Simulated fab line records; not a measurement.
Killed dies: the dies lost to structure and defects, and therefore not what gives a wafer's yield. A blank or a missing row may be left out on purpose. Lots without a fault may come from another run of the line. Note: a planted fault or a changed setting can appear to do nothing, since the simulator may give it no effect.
Split-lot experiment ; flow n5Finfet ; route with 1938 steps; 7 lots, 21 wafers read

== SPLIT DETAILS ==
At N5_BEOL_M12_COAT_04 (resist thk 400 nm), the setting spinRpm was moved away from the recipe's 1625 rpm on 7 of the 21 wafers read, by -9.2% to -8.1%. For the rest of the wafers, this setting stayed at what the recipe calls for.

== FROM THE SPLIT TO THE READING: what the file shows between them, 4 steps ==
- N5_BEOL_M12_EBR_06
- N5_BEOL_M12_SOFTBAKE_05: time 60 s
- N5_BEOL_M12_DESCUM_15: chemistry O2, time 7.9 s
- N5_BEOL_M12_ETCH_59: etches BARC in N2/H2, target depth 89 nm, overetch 26.7 nm, time 67.9 s

== THE READING ==
coat_of_BEOL_M12_COAT_04.thkNm (the simulator's own value, which no gauge read), in nm, at N5_BEOL_M12_VIA_ETCH_16 (etches SiOC in C4F8/O2/Ar, target depth 724.8 nm). No usual value for it is given in the file. Average 122.3 nm, standard deviation 2.2 nm, over the 14 wafers here run with the recipe.

wafer;tool, chamber at the split;spinRpm as run, rpm;against the recipe;coat_of_BEOL_M12_COAT_04.thkNm, nm;against lot-mates on the recipe
L074.1;lithoTrack-03, 0;1625;recipe;124.6;-
L074.3;lithoTrack-03, 0;1625;recipe;120.4;-
L074.4;lithoTrack-03, 0;1625;recipe;120.8;-
L079.1;lithoTrack-02, 0;1491;-8.2%;140.2;+19.2
L079.2;lithoTrack-02, 0;1491;-8.2%;142.8;+21.8
L079.5;lithoTrack-02, 0;1625;recipe;121;-
L084.3;lithoTrack-05, 0;1493;-8.1%;141.2;+17.8
L084.4;lithoTrack-05, 0;1625;recipe;125.4;-
L084.6;lithoTrack-05, 0;1625;recipe;121.4;-
L087.2;lithoTrack-02, 0;1625;recipe;119.6;-
L087.4;lithoTrack-02, 0;1625;recipe;122;-
L087.6;lithoTrack-02, 0;1625;recipe;119.2;-
L088.2;lithoTrack-02, 0;1476;-9.2%;144.6;+20.8
L088.5;lithoTrack-02, 0;1476;-9.2%;142.8;+19.0
L088.6;lithoTrack-02, 0;1625;recipe;123.8;-
L089.1;lithoTrack-02, 0;1625;recipe;124.2;-
L089.2;lithoTrack-02, 0;1625;recipe;124.8;-
L089.6;lithoTrack-02, 0;1625;recipe;119.6;-
L091.3;lithoTrack-03, 0;1477;-9.1%;148.2;+23.0
L091.4;lithoTrack-03, 0;1477;-9.1%;150.6;+25.4
L091.6;lithoTrack-03, 0;1625;recipe;125.2;-

THE FIT
A straight line over all 21 wafers: coat_of_BEOL_M12_COAT_04.thkNm changes by -2.54 nm for each +1% of spinRpm; r = -0.97; the points scatter about the line by 2.6 nm.
The same after taking each lot's own level away (the mean of its wafers on the recipe; 21 wafers): -2.4 nm for each +1%; r = -0.98; scatter 1.9 nm.
On that fit, the largest move of spinRpm shifts the reading by 22 nm.
From 120.27 to 125.20 nm: that is the span of the lots' own levels, equal to 2.2 times the standard deviation above.
Hence the lot-to-lot level has little effect on the slope; both slopes agree.
Check: for one of the wafers moved furthest among these (-9.2%), held out of the fit, the line's prediction against its lot-mates is +22.3 nm. Against them it came out at +20.8 nm.

== FURTHER SPLITS ON THESE WAFERS ==
These wafers also went through other splits before the reading. Each is held against what the fit with the lots' levels taken away leaves over:
other split on the same wafers;wafers away from the commonest value;r with coat_of_BEOL_M12_COAT_04.thkNm (lot level and that fit taken away)
N5_BEOL_M11_ILD_DEP_00 timeS;7;+0.14

== THE WHOLE CHAIN: every reading that the file lists as answering this split, in the file's order ==
step;what it does;reading;change (the file's fit);r (the file's)
N5_BEOL_M12_COAT_04;resist thk 400 nm;coat_of_BEOL_M12_COAT_04.thkNm (the simulator's own value, which no gauge read);-2.09 nm for each +1% of the setting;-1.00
N5_BEOL_M12_ETCH_59;etches BARC in N2/H2, target depth 89 nm, overetch 26.7 nm, time 67.9 s;coat_of_BEOL_M12_COAT_04.thkNm (the simulator's own value, which no gauge read);-2.2 nm for each +1% of the setting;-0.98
N5_BEOL_M12_VIA_ETCH_16;etches SiOC in C4F8/O2/Ar, target depth 724.8 nm;coat_of_BEOL_M12_COAT_04.thkNm (the simulator's own value, which no gauge read);-2.38 nm for each +1% of the setting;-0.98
N5_BEOL_M12_STRIP_63;strips in N2/H2;stripTimeToEndpointS;withheld for each +1% of the setting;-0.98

== THE FILE'S OWN FIT ==
coat_of_BEOL_M12_COAT_04.thkNm changes by -2.38 nm for each +1% of spinRpm, r = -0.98.
